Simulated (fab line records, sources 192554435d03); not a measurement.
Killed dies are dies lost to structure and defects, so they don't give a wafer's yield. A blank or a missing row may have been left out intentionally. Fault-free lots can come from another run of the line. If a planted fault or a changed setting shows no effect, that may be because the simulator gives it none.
Split-lot experiment -- flow n5_finfet -- 21 wafers read from 7 lots, route of 1938 steps

== SPLIT DETAILS ==
At N5_MIM_TOP_ALD_01 (deposits HfO2, target thk 5.6 nm, pulse time 1 s, purge time 3 s), the setting ald_cycles was moved away from the recipe's 62 on 9 of the 21 wafers read, by -9.7% to +12.9%. All remaining wafers had this setting at the recipe value.

The reading is taken at the split's own step.

== THE READING ==
HfO2_of_MIM_TOP_ALD_01.thk_nm (the simulator's own value, which no gauge read), in nm, at N5_MIM_TOP_ALD_01 (deposits HfO2, target thk 5.6 nm, pulse time 1 s, purge time 3 s). The file does not state a usual value for it.

wafer,"tool, chamber at the split",ald_cycles as run,against the recipe,"HfO2_of_MIM_TOP_ALD_01.thk_nm, nm",against lot-mates on the recipe
L080.2,"ald_hk-02, 2,1",59,-4.8%,5.4,-0.2
L080.3,"ald_hk-02, 2,1",59,-4.8%,5.4,-0.2
L080.5,"ald_hk-02, 2",62,recipe,5.6,-
L082.1,"ald_hk-03, 2,0",70,+12.9%,6.2,+0.6
L082.4,"ald_hk-03, 2,0",70,+12.9%,6.2,+0.6
L082.6,"ald_hk-03, 2",62,recipe,5.6,-
L083.1,"ald_hk-02, 1",68,+9.7%,6.2,+0.6
L083.3,"ald_hk-02, 3",62,recipe,5.6,-
L083.5,"ald_hk-02, 3",62,recipe,5.6,-
L090.4,"ald_hk-03, 3,1",59,-4.8%,5.4,-0.2
L090.5,"ald_hk-03, 3,1",59,-4.8%,5.4,-0.2
L090.6,"ald_hk-03, 0",62,recipe,5.6,-
L091.2,"ald_hk-03, 3,0",62,recipe,5.6,-
L091.6,"ald_hk-03, 3,0",62,recipe,5.6,-
L091.3,"ald_hk-03, 0",56,-9.7%,5,-0.6
L092.1,"ald_hk-03, 1,0",62,recipe,5.6,-
L092.3,"ald_hk-03, 1,0",62,recipe,5.6,-
L092.6,"ald_hk-03, 0",69,+11.3%,6.2,+0.6
L096.1,"ald_hk-02, 0,0,3",62,recipe,5.6,-
L096.5,"ald_hk-02, 0,0,3",62,recipe,5.6,-
L096.6,"ald_hk-02, 0,0,3",62,recipe,5.6,-
Where a row lists several chambers, the file gives one row for several wafers and doesn't say which wafer went through which chamber.

THE FIT
A straight line over all 21 wafers: HfO2_of_MIM_TOP_ALD_01.thk_nm changes by +0.0508 nm for each +1% of ald_cycles; r = +0.99; the points scatter about the line by 0.045 nm.
The same after taking each lot's own level away (the mean of its wafers on the recipe; 21 wafers): +0.0508 nm for each +1%; r = +0.99; scatter 0.045 nm.
Per that fit: largest ald_cycles move, reading shift of 0.66 nm.
The lots' own levels span 5.60 to 5.60 nm.
Consequently the slope shifts little with the lot-to-lot level, the two slopes agreeing.
Check: with one of the wafers moved furthest among these (+12.9%) left out of the fit, the line predicts +0.68 nm for it against its lot-mates. Against them it came out at +0.6 nm.

== THE OTHER SPLITS THESE WAFERS WENT THROUGH ==
These wafers also went through other splits before the reading. Each is held against what the fit with the lots' levels taken away leaves over:
other split on the same wafers,wafers away from the commonest value,r with HfO2_of_MIM_TOP_ALD_01.thk_nm (lot level and that fit taken away)
N5_BEOL_M11_ETCH_41 time_s,6,-0.33
N5_BEOL_M12_TRENCH_ETCH_34 time_s,10,+0.14
N5_BEOL_M12_SPUTTER_44 power_w,6,-0.10
N5_BEOL_M14_ETCH_68 time_s,8,+0.20

== FILE'S OWN FIT ==
HfO2_of_MIM_TOP_ALD_01.thk_nm changes by +0.0531 nm for each +1% of ald_cycles, r = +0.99.
